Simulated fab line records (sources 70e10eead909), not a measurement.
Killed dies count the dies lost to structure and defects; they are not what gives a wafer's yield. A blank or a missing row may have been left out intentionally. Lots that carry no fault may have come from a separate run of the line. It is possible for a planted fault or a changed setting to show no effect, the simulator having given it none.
Check of tool commonality | flow nand harc | 6 wafers sampled across 2 lots

== REASON FOR OPENING ==
At NHARC_END_SORT_01 the reading killed at array is flagged on 2 of 2 lots. Wafers without a fault read 27, standard deviation 9.3.
Rule: a lot is flagged when every wafer of it that has a number lies more than 4 standard deviations from that mean, or none has a number. The rest of the lots are taken to be sound.

lot  | measured     | on        | killed at array, wafer by wafer | flag
L563 | day 21 15:35 | prober-02 | 67 71 70                        | FLAGGED
L567 | day 22 00:53 | prober-01 | 66 141 89                       | FLAGGED
The numbers of the flagged lots are 84 on average: +57 against the usual, or +6 standard deviations.

== LOT BY LOT: THE TOOL USED ==
The record holds 4 process steps before the reading, out of a route of 1159 steps. Each cell gives the tool, then ch followed by the chambers the sampled wafers passed through, then the start.
lot  | flag    | NHARC_A_STAIRCASE_ETCH_21          | NHARC_HYBRID_BOND_ACTIVATE_00      | NHARC_THIN_TSV_DEP_47         | NHARC_THIN_TSV_PRE_CLEAN_54
L563 | FLAGGED | rie diel-01 ch 1,2,3, day 13 01:17 | rie diel-02 ch 0,1,3, day 20 07:30 | pecvd-01 ch 0,1, day 20 23:43 | pvd sputter-03, day 21 02:40
L567 | FLAGGED | rie diel-01 ch 0,1,3, day 13 21:05 | rie diel-13 ch 0,1,2, day 20 19:57 | pecvd-03 ch 0,2, day 21 11:45 | pvd sputter-02, day 21 14:52
What is done by these steps:
- NHARC_A_STAIRCASE_ETCH_21: etches the open film in C4F8/O2, target depth 100 nm, time 40.5 s.
- NHARC_HYBRID_BOND_ACTIVATE_00: chemistry N2, time 60 s.
- NHARC_THIN_TSV_DEP_47: deposits SiO2, target thk 200 nm.
- NHARC_THIN_TSV_PRE_CLEAN_54: time 30 s.
- NHARC_END_SORT_01

== FLAGGED OVER TOTAL, TOOL BY TOOL (the gauges that took the reading come last) ==
step                          | tool           | lots run | flagged | share of the flagged lots | sound lots run after its first flagged lot
NHARC_A_STAIRCASE_ETCH_21     | rie diel-01    | 2        | 2       | all                       | 0
NHARC_HYBRID_BOND_ACTIVATE_00 | rie diel-02    | 1        | 1       | some                      | 0
NHARC_HYBRID_BOND_ACTIVATE_00 | rie diel-13    | 1        | 1       | some                      | 0
NHARC_THIN_TSV_DEP_47         | pecvd-01       | 1        | 1       | some                      | 0
NHARC_THIN_TSV_DEP_47         | pecvd-03       | 1        | 1       | some                      | 0
NHARC_THIN_TSV_PRE_CLEAN_54   | pvd sputter-02 | 1        | 1       | some                      | 0
NHARC_THIN_TSV_PRE_CLEAN_54   | pvd sputter-03 | 1        | 1       | some                      | 0
NHARC_END_SORT_01             | prober-01      | 1        | 1       | some                      | 0
NHARC_END_SORT_01             | prober-02      | 1        | 1       | some                      | 0

== WHAT THE TABLE ALLOWS ==
All flagged lots share 1 row of the table, namely rie diel-01 at NHARC_A_STAIRCASE_ETCH_21.
- rie diel-01 at NHARC_A_STAIRCASE_ETCH_21: 2 of its 2 lots flagged. It ran no sound lot before its first flagged lot in this sample, so the start can't be narrowed down.
What remains is a single tool, rie diel-01 at NHARC_A_STAIRCASE_ETCH_21.

== WHAT HAD BEEN PUT IN BY THE SIMULATOR ==
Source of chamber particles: rie diel-01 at NHARC_A_STAIRCASE_ETCH_21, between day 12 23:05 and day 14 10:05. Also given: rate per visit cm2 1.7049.
Struck lots among those shown: L563, L567. The rule above reached the same finding.
